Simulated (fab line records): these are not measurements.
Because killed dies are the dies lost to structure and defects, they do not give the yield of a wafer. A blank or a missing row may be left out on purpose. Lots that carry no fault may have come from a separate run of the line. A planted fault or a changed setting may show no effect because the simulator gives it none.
A struck lot beside a sound one | flow nand-harc | 44 steps out of a route of 1159
Sound: wafers L723.1, L723.2, L723.6. Struck: wafer L732.5 (L732.1, L732.4, from the same lot, were not struck and are left out); the cause is given at the end.
At each step with rows: each side's tool, then ch and its chambers, then its first start. Under that, the readings that differ: sound wafers | struck wafers | difference of the means | sigmas: that difference in standard deviations of wafers without a fault.
alike: readings whose means differ by less than 2 such deviations, and words and numbers that are the same on both sides. not compared: withheld readings, readings that some wafer has no value for, bounds like >300 that may hide the same value, and numbers for which the record gives no deviation and whose values overlap.
The two part at a step that has a row with sigmas, a row that says differs or no value, or rows on one side only. Numbers that have no deviation but don't overlap get no sigmas and don't part them. Lack of a reading on every wafer of one side parts them only where that side has two or more wafers.

first, 4 steps without rows for these wafers: NHARC_P_GATE_EBR_22; NHARC_P_GATE_EXPOSE_23 (exposes mask P GATE, target cd 120 nm); NHARC_P_GATE_PEB_24 (peb time 65 s); NHARC_P_GATE_DEVELOP_25 (develop time 35 s).
NHARC_P_GATE_CD_MEAS_26 targets a cd of 120 nm.
  sound on cd-sem-03 ch 0, day 4 18:07; struck on cd-sem-02 ch 0, day 6 17:24
  alike: cd-nm
NHARC_P_GATE_OVL_MEAS_27:
  sound on overlay-01, day 4 18:12; struck on overlay-01, day 6 17:29
  alike: overlay-x-nm, overlay-y-nm
NHARC_P_GATE_INSPECT_28:
  sound on defect-inspect-01, day 4 18:14; struck on defect-inspect-02, day 6 17:32
  alike: raw-defect-count
NHARC_P_GATE_DESCUM_31: chemistry O2, time 3 s.
  sound on rie-diel-06 ch 0,1,2, day 4 18:20; struck on rie-diel-08 ch 1, day 6 17:35
  reading            | sound | struck | difference | sigmas
  mfc-ar-sccm (sccm) | 0 0 0 | 0.020  | +0.020     | +3
  alike: drypump-motor-current-A, oes-product-au, rf-vpp-V, showerhead-plenum-p-Torr, throttle-valve-pct
  not compared: rf-hours-counter-h
NHARC_P_GATE_ETCH_104: etches the open film in CF4/CHF3, target depth 60 nm.
  sound on rie-diel-06 ch 1,3, day 4 18:24; struck on rie-diel-08 ch 2, day 6 17:41
  reading                | sound                | struck | difference | sigmas
  throttle-valve-pct (%) | 16.802 16.797 16.805 | 16.819 | +0.018     | +2
  alike: drypump-motor-current-A, mfc-ar-sccm, oes-product-au, rf-vpp-V, showerhead-plenum-p-Torr
NHARC_P_GATE_HM_OPEN_105: chemistry O2/COS, target depth 360 nm.
  sound on rie-diel-06 ch 2,3; struck on rie-diel-08 ch 1
  alike: drypump-motor-current-A, mfc-ar-sccm, oes-product-au, rf-vpp-V, showerhead-plenum-p-Torr, throttle-valve-pct
  not compared: rf-hours-counter-h
then, 2 steps without rows for these wafers: NHARC_P_GATE_STRIP_106 (strips in O2/COS); NHARC_P_GATE_ETCH_114 (etches the open film in CF4/O2, target depth 30 nm, overetch 3 nm, time 16.5 s).
NHARC_P_GATE_ETCH_32: etches the open film in HBr/Cl2, target depth 150 nm, time 100.1 s.
  sound on rie-si-03 ch 0,1, day 4 18:56; struck on rie-si-03 ch 1, day 6 18:04
  alike: drypump-motor-current-A, mfc-cl2-sccm, oes-product-au, throttle-valve-pct
  not compared: rf-hours-counter-h
then, 1 step without rows for these wafers: NHARC_P_GATE_STRIP_108 (strips in O2).
NHARC_P_GATE_CD_MEAS_33:
  sound on cd-sem-02, day 4 19:16; struck on cd-sem-02, day 6 18:24
  alike: cd-nm
then, 5 steps without rows for these wafers: NHARC_P_GATE_STRIP_35 (strips in SPM, time 600 s); NHARC_P_GATE_PRECLEAN_73 (cleans in SC1); NHARC_P_GATE_SRD_74; NHARC_P_GATE_ALD_36 (deposits SiNx, target thk 20 nm, pulse time 60 s, ald cycles 223); NHARC_P_GATE_ETCHBACK_37 (etches the open film in CHF3/O2, target depth 34.5 nm, time 17.2 s).
NHARC_P_GATE_STRIP_101: strips in O2, time 20 s.
  sound on rie-diel-08 ch 1,2, day 5 07:41; struck on rie-diel-03 ch 2, day 7 04:29
  alike: drypump-motor-current-A, mfc-ar-sccm, oes-product-au, rf-vpp-V, showerhead-plenum-p-Torr, throttle-valve-pct
  not compared: rf-hours-counter-h
then, 12 steps without rows for these wafers: NHARC_P_GATE_PRECLEAN_97 (cleans in SPM, time 600 s); NHARC_P_GATE_SRD_98; NHARC_P_GATE_PRECLEAN_99 (cleans in SC1); NHARC_P_GATE_SRD_100; NHARC_P_GATE_DEHYDRATE_38 (time 120 s); NHARC_P_GATE_HMDS_39 (time 30 s); NHARC_P_GATE_COAT_40; NHARC_P_GATE_SOFTBAKE_41 (time 95 s); NHARC_P_GATE_EBR_42; NHARC_P_GATE_EXPOSE_43 (exposes mask P NSD, target cd 720 nm); NHARC_P_GATE_PEB_44 (peb time 85 s); NHARC_P_GATE_DEVELOP_45 (time 70 s).
NHARC_P_GATE_CD_MEAS_46 targets a cd of 720 nm.
  sound on cd-sem-03 ch 0, day 5 08:30; struck on cd-sem-01 ch 0, day 7 05:25
  alike: cd-nm
then, 3 steps without rows for these wafers: NHARC_P_GATE_HARDBAKE_47 (time 80 s); NHARC_P_GATE_DESCUM_48 (chemistry O2, time 3 s); NHARC_P_GATE_IMPLANT_49.
NHARC_P_GATE_STRIP_111: strips in N2/H2, time 250 s.
  sound on plasma-asher-02 ch 0,1, day 5 09:13; struck on plasma-asher-02 ch 1, day 7 05:59
  alike: drypump-motor-current-A, heater-power-w
  not compared: rf-hours-counter-h
then, 4 steps without rows for these wafers: NHARC_P_GATE_STRIP_75 (strips in O2); NHARC_P_GATE_STRIP_50 (strips in SPM, time 900 s); NHARC_P_GATE_DEHYDRATE_51 (time 120 s); NHARC_P_GATE_HMDS_52 (time 30 s).
NHARC_P_GATE_INSPECT_68:
  sound on defect-inspect-01, day 5 15:19; struck on defect-inspect-01, day 7 12:03
  reading          | sound       | struck | difference | sigmas
  raw-defect-count | 182 129 171 | 1579   | +1418      | +26
-- jump in the record: it breaks off in module P_GATE and resumes in module END (first step shown: number 1159 of the route), and 15 days separate the struck wafers' starts before and after --
NHARC_END_SORT_01:
  here the record holds rows for the struck wafers (prober-02 ch 0, day 22 08:22) but none for the sound ones

## WHERE THEY PART
At NHARC_P_GATE_DESCUM_31 first; at NHARC_END_SORT_01 last (within this record only).

WHY: what had been put in by the simulator
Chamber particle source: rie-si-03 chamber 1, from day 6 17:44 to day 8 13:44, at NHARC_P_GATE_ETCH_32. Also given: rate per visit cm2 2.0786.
